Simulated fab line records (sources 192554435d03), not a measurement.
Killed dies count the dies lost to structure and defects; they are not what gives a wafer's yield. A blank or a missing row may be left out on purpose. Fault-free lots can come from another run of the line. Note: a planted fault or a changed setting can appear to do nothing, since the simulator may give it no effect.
fab line records	flow n5-finfet
record lots=9	wafers=27	last-day=18
route steps=1938 shown ILD0@345 SDB@375 HKMG_FIN@391 BEOL_M4@1111 PASSIVATION@1936
lots untouched by any fault: they come from a run of this same line in which no faults occurred
start-h: hours from the record's opening day to when the first of the lot's shown wafers began	wait-h: time in hours since the lot's previous step	" the same as in the row above	L1.1+2: several wafers, shown together as one row	- value missing, or start not given	* or withheld: withheld	< > ~ a bound
route shown NAME@n: names a module that has steps shown in the file, with the first one's number in the route	usual: average and standard deviation across the fault-free wafers	same: alike in all rows	chamber/n: place in a boat	sites: each site's reading	_std_site: standard deviation of those values	_edge_site: mean of outer sites minus mean of inner sites	radius-mm: for every site, how far away it sits from the centre of the wafer	mask NAME#n: copy n	behind: the tool/chamber that last shaped the wafer	hold: why the lot was held/for how many hours/how that ended	device: the n, p or np transistor that did not switch	end of line: the route-end tests of the same wafers	a step without rows: its recipe alone	killed: the dies lost at the first sort to structure and to defects; this is not the yield of the wafer	map: shows each die of a wafer: x if killed, . if not, _ if none is there
set.NAME: setting as actually run; set.NAME@STEP: the setting as run at that earlier step	model.NAME: the simulator's own value behind a step, which no gauge read
route steps across a sampled set of lots; one table per step, one row per wafer
services: when a tool's chamber went out of use (start-h, in hours from the record's first day, below 0 if earlier), for how many hours, and the reason
## steps
# step N5_ILD0_THK_MEAS_13
# usual thk-nm=17.6/1.1
lot.wafer	tool	chamber	start-h	wait-h	thk-nm
L288.2	film-metro-02	-	71.41	-	17.2
L288.4	"	-	"	"	16.5
L288.5	"	-	"	"	17.2
L289.1	film-metro-01	-	78.74	-	17.4
L289.3	"	-	"	"	16.3
L289.4	"	-	"	"	17.5
L291.1	film-metro-01	-	88.74	-	17.3
L291.3	"	-	"	"	18.9
L291.6	"	-	"	"	17.0
L295.1	film-metro-01	-	117.72	-	17.3
L295.2	"	-	"	"	19.1
L295.6	"	-	"	"	17.3
L296.1	film-metro-02	-	124.38	-	17.6
L296.2	"	-	"	"	19.8
L296.4	"	-	"	"	18.2
L299.2	film-metro-02	-	143.19	-	18.3
L299.3	"	-	"	"	16.7
L299.4	"	-	"	"	17.3
L301.1	film-metro-01	-	149.80	-	18.6
L301.2	"	-	"	"	16.3
L301.5	"	-	"	"	18.1
L308.1	film-metro-01	-	190.84	-	18.1
L308.3	"	-	"	"	15.1
L308.4	"	-	"	"	16.5
L310.1	film-metro-02	-	202.88	-	15.7
L310.4	"	-	"	"	15.8
L310.5	"	-	"	"	14.7
# step N5_SDB_THK_MEAS_31
# recipe reads=a-Si_of_DUMMY_GATE_CVD_03
# usual SDB_THK=64.6/1.2
lot.wafer	tool	chamber	start-h	wait-h	SDB_THK[nm]
L288.2	film-metro-02	-	76.02	-	64.2
L288.4	"	-	"	"	64.4
L288.5	"	-	"	"	64.1
L289.1	film-metro-01	-	83.03	-	64.7
L289.3	"	-	"	"	65.2
L289.4	"	-	"	"	64.6
L291.1	film-metro-02	-	93.61	-	64.8
L291.3	"	-	"	"	66.3
L291.6	"	-	"	"	65.5
L295.1	film-metro-01	-	122.15	-	64.2
L295.2	"	-	"	"	65.9
L295.6	"	-	"	"	63.6
L296.1	film-metro-01	-	129.20	-	64.4
L296.2	"	-	"	"	65.5
L296.4	"	-	"	"	63.9
L299.2	film-metro-01	-	147.63	-	65.7
L299.3	"	-	"	"	67.2
L299.4	"	-	"	"	65.7
L301.1	film-metro-02	-	154.75	-	63.6
L301.2	"	-	"	"	62.0
L301.5	"	-	"	"	62.1
L308.1	film-metro-01	-	196.30	-	66.7
L308.3	"	-	"	"	63.0
L308.4	"	-	"	"	64.8
L310.1	film-metro-02	-	207.48	-	64.9
L310.4	"	-	"	"	62.1
L310.5	"	-	"	"	65.3
# step N5_SDB_INSPECT_36
# recipe inspect-instrument=darkfield	mode=post-cmp
# usual raw-defect-count=39/17
lot.wafer	tool	chamber	start-h	wait-h	raw-defect-count
L288.2	defect-inspect-02	-	76.05	0.0	46
L288.4	"	-	"	"	38
L288.5	"	-	"	"	35
L289.1	defect-inspect-01	-	83.06	0.0	31
L289.3	"	-	"	"	35
L289.4	"	-	"	"	69
L291.1	defect-inspect-01	-	93.64	0.0	22
L291.3	"	-	"	"	48
L291.6	"	-	"	"	25
L295.1	defect-inspect-01	-	122.17	0.0	24
L295.2	"	-	"	"	41
L295.6	"	-	"	"	54
L296.1	defect-inspect-01	-	129.22	0.0	47
L296.2	"	-	"	"	27
L296.4	"	-	"	"	29
L299.2	defect-inspect-02	-	147.65	0.0	53
L299.3	"	-	"	"	66
L299.4	"	-	"	"	70
L301.1	defect-inspect-01	-	154.78	0.0	34
L301.2	"	-	"	"	39
L301.5	"	-	"	"	25
L308.1	defect-inspect-02	-	196.32	0.0	30
L308.3	"	-	"	"	28
L308.4	"	-	"	"	25
L310.1	defect-inspect-02	-	207.51	0.0	20
L310.4	"	-	"	"	45
L310.5	"	-	"	"	26
# step N5_HKMG_FIN_COAT_42
# recipe resist=SiARC	temp-c=220	time-s=60	spin-rpm=1500	resist-thk-nm=35
# usual resist-line-temp-C=23.01/0.11	spin-speed-rpm=1499.9/1.1
lot.wafer	tool	chamber	start-h	wait-h	resist-line-temp-C	spin-speed-rpm
L288.2	litho-track-05	0	77.39	-	22.89	1499.9
L288.4	"	0	"	"	22.90	1500.1
L288.5	"	0	"	"	22.77	1499.3
L289.1	litho-track-04	0	84.38	-	22.94	1500.3
L289.3	"	0	"	"	22.97	1499.3
L289.4	"	0	"	"	23.13	1500.4
L291.1	litho-track-05	0	94.98	-	22.84	1501.9
L291.3	"	0	"	"	23.01	1501.4
L291.6	"	0	"	"	22.95	1500.5
L295.1	litho-track-05	0	123.34	-	23.06	1499.3
L295.2	"	0	"	"	23.02	1499.3
L295.6	"	0	"	"	23.08	1502.9
L296.1	litho-track-04	0	130.68	-	22.96	1499.9
L296.2	"	0	"	"	22.96	1497.7
L296.4	"	0	"	"	23.05	1499.0
L299.2	litho-track-03	0	149.00	-	23.20	1500.2
L299.3	"	0	"	"	23.10	1499.4
L299.4	"	0	"	"	22.97	1500.1
L301.1	litho-track-03	0	156.10	-	22.92	1500.1
L301.2	"	0	"	"	23.10	1501.6
L301.5	"	0	"	"	23.27	1500.6
L308.1	litho-track-03	0	198.10	-	22.85	1688.0
L308.3	"	0	"	"	23.05	1686.2
L308.4	"	0	"	"	23.07	1686.2
L310.1	litho-track-03	0	209.04	-	22.80	1687.0
L310.4	"	0	"	"	22.81	1685.9
L310.5	"	0	"	"	22.93	1686.4
# step N5_HKMG_FIN_ETCH_54
# recipe chemistry=CF4	target=SiARC	target-depth-a=455	mask-material=CAR-ArF	time-s=75.8	ion-energy-ev=80	pressure-mtorr=40	source-w=545	bias-w=36	Ar_flow_sccm=100	cf4-flow-sccm=100	ends=cleared
# usual cf4-flow-sccm=100.01/0.3	drypump-motor-current-A=5.6/0.45	etch-rf-on-time-s=75.4/1.3	oes-product-au=0.65/0.053	rf-fwd-power-W=539.3/2.7	rf-vpp-V=184.3/0.97	showerhead-plenum-p-Torr=2.17/0.057	throttle-valve-pct=15.56/0.14
lot.wafer	tool	chamber	start-h	wait-h	cf4-flow-sccm	drypump-motor-current-A	etch-rf-on-time-s	oes-product-au	rf-fwd-power-W	rf-hours-counter-h	rf-vpp-V	showerhead-plenum-p-Torr	throttle-valve-pct
L288.2	rie-diel-01	0	78.03	0.0	100.02	5.8	76.3	0.67	542.0	124	183.2	2.15	15.42
L288.4	"	2	"	"	100.27	4.8	75.3	0.64	538.3	142	184.0	2.06	15.65
L288.5	"	2	"	"	100.30	4.8	75.1	0.64	537.8	-	183.0	2.06	15.62
L289.1	rie-diel-03	1	85.32	0.0	99.99	5.4	77.0	0.68	540.7	109	185.1	2.15	15.34
L289.3	"	0	"	"	100.24	5.4	75.1	0.71	539.3	72	186.1	2.25	15.27
L289.4	"	3	"	"	99.74	5.9	75.1	0.60	535.7	217	185.5	2.22	15.69
L291.1	rie-diel-03	1	95.58	0.0	100.52	5.4	77.3	0.67	542.5	112	183.7	2.15	15.32
L291.3	"	2	"	"	100.06	5.2	73.2	0.68	540.2	139	184.7	2.15	15.45
L291.6	"	1	"	"	99.63	5.4	76.7	0.67	542.4	-	184.8	2.15	15.35
L295.1	rie-diel-01	1	123.83	0.0	100.20	5.0	73.5	0.62	538.8	216	184.6	2.21	15.61
L295.2	"	2	"	"	100.30	4.8	75.4	0.64	539.5	159	183.1	2.06	15.67
L295.6	"	1	"	"	99.83	5.1	73.0	0.62	540.7	-	184.6	2.21	15.58
L296.1	rie-diel-01	1	131.04	0.0	99.90	5.1	74.0	0.61	532.4	219	185.0	2.20	15.62
L296.2	"	3	"	"	100.56	6.2	74.1	0.75	542.8	26	185.3	2.28	15.43
L296.4	"	0	"	"	100.45	5.8	77.1	0.65	538.7	141	183.4	2.14	15.45
L299.2	rie-diel-01	0	149.36	0.0	100.08	5.8	76.3	0.65	538.9	149	183.5	2.14	15.49
L299.3	"	3	"	"	99.73	6.2	73.8	0.75	542.2	32	183.4	2.28	15.43
L299.4	"	1	"	"	99.73	5.1	72.6	0.62	534.0	227	185.0	2.20	15.63
L301.1	rie-diel-03	3	156.47	0.0	100.04	5.9	76.1	0.58	538.0	241	184.2	2.21	15.75
L301.2	"	1	"	"	100.24	5.4	78.4	0.64	540.5	132	184.4	2.14	15.36
L301.5	"	2	"	"	100.39	5.2	74.6	0.66	542.2	-	183.4	2.14	15.49
L308.1	rie-diel-04	2	198.46	0.0	100.29	6.1	71.5	0.59	538.8	246	183.1	2.11	15.58
L308.3	"	0	"	"	99.66	6.1	73.2	0.64	543.3	177	183.8	2.13	15.87
L308.4	"	3	"	"	100.03	5.9	72.1	0.61	538.9	213	184.5	2.20	15.63
L310.1	rie-diel-04	3	209.53	0.0	100.09	5.9	71.7	0.61	539.1	218	184.3	2.20	15.65
L310.4	"	1	"	"	100.01	6.0	71.4	0.72	535.6	50	183.7	2.17	15.65
L310.5	"	3	"	"	99.89	5.9	71.8	0.60	539.2	-	184.1	2.20	15.64
# step N5_BEOL_M4_RC_MEAS_101
# usual DIBL_N=36.2/1.7	DIBL_P=36.2/2.2	IOFF_N=0.16/0.035	IOFF_P=0.21/0.042	ION_N=673/13	ION_P=462/7.9	SS_N=71.4/0.59	SS_P=73.2/0.7	VT_N=250/3.6	VT_P=-251/3.5
lot.wafer	tool	chamber	start-h	wait-h	DIBL_N[mV/V]	DIBL_P[mV/V]	IOFF_N[nA/um]	IOFF_P[nA/um]	ION_N[uA/um]	ION_P[uA/um]	SS_N[mV/dec]	SS_P[mV/dec]	VT_N[mV]	VT_P[mV]
L288.2	prober-01	0	167.22	0.2	36.3	36.1	0.14	0.19	653	446	70.9	73.0	250	-252
L288.4	"	0	"	"	38.7	40.1	0.21	0.25	688	461	72.5	74.0	243	-247
L288.5	"	0	"	"	36.4	38.5	0.17	0.22	674	465	71.4	73.9	248	-251
L289.1	prober-01	0	173.48	0.0	33.7	35.2	0.14	0.21	667	469	70.5	72.9	252	-250
L289.3	"	0	"	"	35.4	37.1	0.16	0.23	674	473	71.1	73.2	250	-248
L289.4	"	0	"	"	35.9	37.6	0.18	0.23	682	473	71.9	74.0	248	-250
L291.1	prober-02	0	178.17	0.0	35.5	34.9	0.14	0.19	667	464	70.9	73.4	251	-251
L291.3	"	0	"	"	34.1	33.8	0.12	0.18	673	467	70.8	72.8	250	-254
L291.6	"	0	"	"	36.4	35.9	0.17	0.21	689	467	71.2	72.6	247	-250
L295.1	prober-01	0	218.85	0.0	35.0	34.7	0.13	0.21	654	466	71.3	72.4	254	-251
L295.2	"	0	"	"	37.7	37.1	0.17	0.25	668	464	71.3	73.0	250	-247
L295.6	"	0	"	"	35.9	35.6	0.14	0.24	655	464	70.4	72.9	252	-247
L296.1	prober-01	0	233.47	0.0	38.1	38.7	0.19	0.24	695	468	72.1	73.9	248	-246
L296.2	"	0	"	"	37.1	37.4	0.17	0.22	678	464	72.0	73.7	250	-250
L296.4	"	0	"	"	38.6	39.1	0.19	0.25	681	466	72.6	74.6	245	-246
L299.2	prober-02	0	244.27	0.2	35.3	34.2	0.12	0.16	662	457	70.2	72.5	255	-255
L299.3	"	0	"	"	37.7	37.2	0.16	0.19	686	458	71.1	73.5	249	-253
L299.4	"	0	"	"	37.8	38.8	0.16	0.22	677	464	72.0	73.0	250	-252
L301.1	prober-01	0	244.91	0.0	37.7	39.0	0.17	0.26	668	463	71.2	73.8	251	-245
L301.2	"	0	"	"	34.2	34.5	0.12	0.19	659	464	71.6	72.0	252	-250
L301.5	"	0	"	"	35.3	36.8	0.14	0.22	666	460	71.3	73.0	250	-248
L308.1	prober-01	0	302.20	0.0	37.8	37.2	0.16	0.25	669	459	71.8	73.6	247	-247
L308.3	"	0	"	"	36.2	34.0	0.12	0.19	673	462	71.5	72.6	255	-251
L308.4	"	0	"	"	37.1	34.9	0.15	0.21	675	470	70.9	72.3	249	-249
L310.1	prober-01	0	305.78	0.0	34.9	36.8	0.15	0.17	665	450	70.6	73.9	252	-257
L310.4	"	0	"	"	35.1	35.5	0.14	0.16	672	451	71.4	73.2	252	-259
L310.5	"	0	"	"	34.1	35.1	0.13	0.16	666	454	71.0	73.1	255	-258
# step N5_PASSIVATION_PROBE_49
# usual defect-limited-yield=91.4/1.4	killed_at_M0_to_M3=31/10	killed_at_M4_up=14/5.6	killed-at-contacts=13/6.3	killed-at-front-end=39/10	killed-at-other=4/3.1	killed-dies=101/16	killed-open=65/13	killed-short=34/7.2	sort_bin_5_function=5.1/0.88	sort_bin_6_memory=3.2/0.66	sort-n-pass=1079/16	sort-yield-pct=91.4/1.4
# same gross-dies=1180	killed-at-back-side=0	sort_bin_4_leakage[%]=0	sort_bin_8_speed[%]=0
lot.wafer	tool	chamber	start-h	wait-h	defect-limited-yield[%]	killed_at_M0_to_M3	killed_at_M4_up	killed-at-contacts	killed-at-front-end	killed-at-other	killed-dies	killed-open	killed-short	sort_bin_5_function[%]	sort_bin_6_memory[%]	sort-n-pass	sort-yield-pct[%]
L295.1	prober-02	-	325.07	0.0	91.8	43	8	7	38	1	97	57	40	5.0	3.0	1083	91.8
L295.2	prober-02	-	325.12	0.1	90.7	37	13	8	50	2	110	64	45	5.0	3.3	1070	90.7
L295.6	prober-02	-	325.32	0.3	91.4	22	11	7	48	13	101	55	44	5.3	2.6	1079	91.4
L296.1	prober-02	-	332.68	0.1	90.6	58	4	8	38	3	111	66	44	5.3	3.7	1069	90.6
L296.2	prober-02	-	332.73	0.1	92.7	34	9	5	37	1	86	50	34	4.1	2.9	1094	92.7
L296.4	prober-02	-	332.83	0.2	93.1	33	10	12	24	2	81	46	34	4.2	2.5	1099	93.1
L301.1	prober-02	-	351.01	0.0	89.2	43	13	23	44	5	128	93	33	6.1	4.6	1052	89.2
L301.2	prober-02	-	351.06	0.1	91.8	22	16	21	34	4	97	60	37	4.0	3.6	1083	91.8
L301.5	prober-02	-	351.21	0.2	89.9	16	22	24	51	6	119	67	50	6.4	3.0	1061	89.9
L308.1	prober-02	-	405.17	0.0	92.3	29	13	19	29	1	91	47	42	4.7	2.9	1089	92.3
L308.3	prober-02	-	405.27	0.1	92.3	28	12	10	36	5	91	56	30	4.2	2.6	1089	92.3
L308.4	prober-02	-	405.32	0.2	91.0	31	20	8	41	6	106	64	39	5.8	2.7	1074	91.0
L310.1	prober-02	-	436.37	0.0	92.4	27	6	5	49	3	90	56	34	4.4	2.9	1090	92.4
L310.4	prober-02	-	436.52	0.2	91.9	26	10	8	49	2	95	67	28	4.2	3.7	1085	91.9
L310.5	prober-02	-	436.57	0.2	93.3	32	9	2	35	1	79	57	22	4.1	2.3	1101	93.3
# killed by level:class
L295.1 GATE_CUT:geometric-particle:short=12 BEOL_M2:geometric-particle:open=10 BEOL_M4:geometric-particle:open=6 GATE_CUT:geometric-particle:open=6 BEOL_M3:geometric-particle:open=6 BEOL_M0_SAQP:geometric-particle:short=5 BEOL_M0_SAQP:geometric-particle:open=5 BEOL_M0:geometric-particle:short=4
L295.2 BEOL_M2:geometric-particle:open=13 STI_FIN_REVEAL:geometric-particle:open=10 GATE_CUT:geometric-particle:short=10 BEOL_M0_SAQP:geometric-particle:open=7 FIN_SAQP:geometric-particle:short=5 FIN_SAQP:geometric-particle:open=5 BEOL_M0_SAQP:geometric-particle:short=5 MOL_CONTACT_COAG:geometric-particle:open=5
L295.6 FIN_SAQP:geometric-particle:short=9 BEOL_M0_SAQP:geometric-particle:short=9 MOL_CONTACT_COAG:geometric-particle:open=7 FIN_SAQP:geometric-particle:open=6 GATE_CUT:geometric-particle:short=6 BEOL_M0_SAQP:geometric-particle:open=6 STI_FIN_REVEAL:geometric-particle:open=5 PASS1_DEP:geometric-particle:open=5
L296.1 BEOL_M0_SAQP:geometric-particle:short=26 BEOL_M0_SAQP:geometric-particle:open=22 FIN_SAQP:geometric-particle:short=7 FIN_SAQP:geometric-particle:open=7 MOL_CONTACT_COAG:geometric-particle:open=7 STI_FIN_REVEAL:geometric-particle:open=6 DUMMY_GATE:geometric-particle:open=6 DUMMY_GATE:geometric-particle:short=3
L296.2 BEOL_M0_SAQP:geometric-particle:short=13 BEOL_M0_SAQP:geometric-particle:open=10 FIN_SAQP:geometric-particle:open=8 DUMMY_GATE:geometric-particle:open=8 FIN_SAQP:geometric-particle:short=7 MOL_CONTACT_COAG:geometric-particle:open=5 BEOL_M3:geometric-particle:open=5 BEOL_M1:geometric-particle:open=4
L296.4 BEOL_M0_SAQP:geometric-particle:short=13 MOL_CONTACT_COAG:geometric-particle:open=9 BEOL_M2:geometric-particle:open=7 FIN_SAQP:geometric-particle:short=4 DUMMY_GATE:geometric-particle:open=4 BEOL_M0_SAQP:geometric-particle:open=4 GATE_CUT:geometric-particle:short=3 MOL_CONTACT_COAG:geometric-particle:short=3
L301.1 MOL_CONTACT_COAG:geometric-particle:open=19 STI_FIN_REVEAL:geometric-particle:open=14 BEOL_M2:geometric-particle:open=10 BEOL_M1:geometric-particle:open=9 BEOL_M0_SAQP:geometric-particle:short=7 FIN_SAQP:geometric-particle:open=6 BEOL_M0_SAQP:geometric-particle:open=6 BEOL_M4:geometric-particle:open=5
L301.2 MOL_CONTACT_COAG:geometric-particle:open=14 BEOL_M5:geometric-particle:open=8 GATE_CUT:geometric-particle:short=7 MOL_CONTACT_COAG:geometric-particle:short=7 STI_FIN_REVEAL:geometric-particle:open=6 BEOL_M3:geometric-particle:open=6 STARTING-WAFER:geometric-particle:open=6 BEOL_M1:geometric-particle:open=4
L301.5 MOL_CONTACT_COAG:geometric-particle:open=17 FIN_SAQP:geometric-particle:short=11 GATE_CUT:geometric-particle:short=10 BEOL_M4:geometric-particle:open=10 STI_FIN_REVEAL:geometric-particle:open=7 MOL_CONTACT_COAG:geometric-particle:short=7 BEOL_M5:geometric-particle:open=5 STI_FIN_REVEAL:geometric-particle:short=4
L308.1 MOL_CONTACT_COAG:geometric-particle:open=13 BEOL_M0_SAQP:geometric-particle:short=9 GATE_CUT:geometric-particle:short=8 BEOL_M3:geometric-particle:open=7 MOL_CONTACT_COAG:geometric-particle:short=6 DUMMY_GATE:geometric-particle:open=5 FIN_SAQP:geometric-particle:open=4 BEOL_M6:geometric-particle:open=4
L308.3 FIN_SAQP:geometric-particle:short=12 BEOL_M0_SAQP:geometric-particle:open=10 MOL_CONTACT_COAG:geometric-particle:open=9 BEOL_M4:geometric-particle:open=6 BEOL_M1:geometric-particle:open=5 HKMG_FIN:area-etch=5 BEOL_M0_SAQP:geometric-particle:short=4 DUMMY_GATE:geometric-particle:open=3
L308.4 FIN_SAQP:geometric-particle:open=8 BEOL_M3:geometric-particle:open=8 FIN_SAQP:geometric-particle:short=7 GATE_CUT:geometric-particle:short=6 MOL_CONTACT_COAG:geometric-particle:open=6 BEOL_M2:geometric-particle:open=6 STARTING-WAFER:geometric-particle:open=6 BEOL_M3:geometric-particle:short=5
L310.1 FIN_SAQP:geometric-particle:short=13 BEOL_M3:geometric-particle:open=10 STI_FIN_REVEAL:geometric-particle:open=9 FIN_SAQP:geometric-particle:open=7 DUMMY_GATE:geometric-particle:open=5 MOL_CONTACT_COAG:geometric-particle:open=5 BEOL_M2:geometric-particle:open=4 DUMMY_GATE:geometric-particle:short=3
L310.4 FIN_SAQP:geometric-particle:open=16 FIN_SAQP:geometric-particle:short=10 BEOL_M2:geometric-particle:open=9 STI_FIN_REVEAL:geometric-particle:open=8 MOL_CONTACT_COAG:geometric-particle:open=7 BEOL_M3:geometric-particle:open=6 BEOL_M0_SAQP:geometric-particle:open=3 BEOL_M0:geometric-particle:open=3
L310.5 FIN_SAQP:geometric-particle:open=18 BEOL_M3:geometric-particle:open=12 FIN_SAQP:geometric-particle:short=9 BEOL_M1:geometric-particle:open=5 BEOL_M2:geometric-particle:open=4 BEOL_M0_SAQP:geometric-particle:open=3 BEOL_M3:geometric-particle:short=3 BEOL_M10:geometric-particle:open=3
## services
tool	chamber	start-h	hours	kind
rie-diel-01	0	112.49	8.4	repair
litho-track-05	-	133.47	-	consumable-replace:filter
litho-track-04	-	139.11	-	consumable-replace:filter
litho-track-03	-	147.44	-	consumable-replace:filter
rie-diel-03	-	150.21	4.3	pm
rie-diel-04	1	161.52	5.3	repair
litho-track-04	-	168.14	-	consumable-replace:filter
rie-diel-03	3	180.27	-	clean
rie-diel-03	3	180.27	-	consumable-replace:focus-ring
rie-diel-03	3	180.27	28.1	scheduled-down
rie-diel-03	3	180.27	28.1	vent-cycle
rie-diel-01	3	191.98	14.3	repair
## key
first-sign step=N5_HKMG_FIN_COAT_42	reading=spin-speed-rpm	direction=up	sigmas=99+	usual=*	struck=*
effect step=N5_HKMG_FIN_ETCH_54	reading=etch-rf-on-time-s	direction=down	sigmas=2.6	usual=*	struck=*
met-at N5_HKMG_FIN_COAT_42
struck-lots L308,L310
not-acting-at N5_ILD0_THK_MEAS_13,N5_SDB_THK_MEAS_31,N5_SDB_INSPECT_36
onset-between 156.10 198.10
fault kind=process-parameter-drift	tool=litho-track-03	chamber=-	onset-h=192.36	steps=N5_HKMG_FIN_COAT_42	channel=spin-rpm	offset=*	shape=step	end-h=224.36	acts-in=*	stated=*
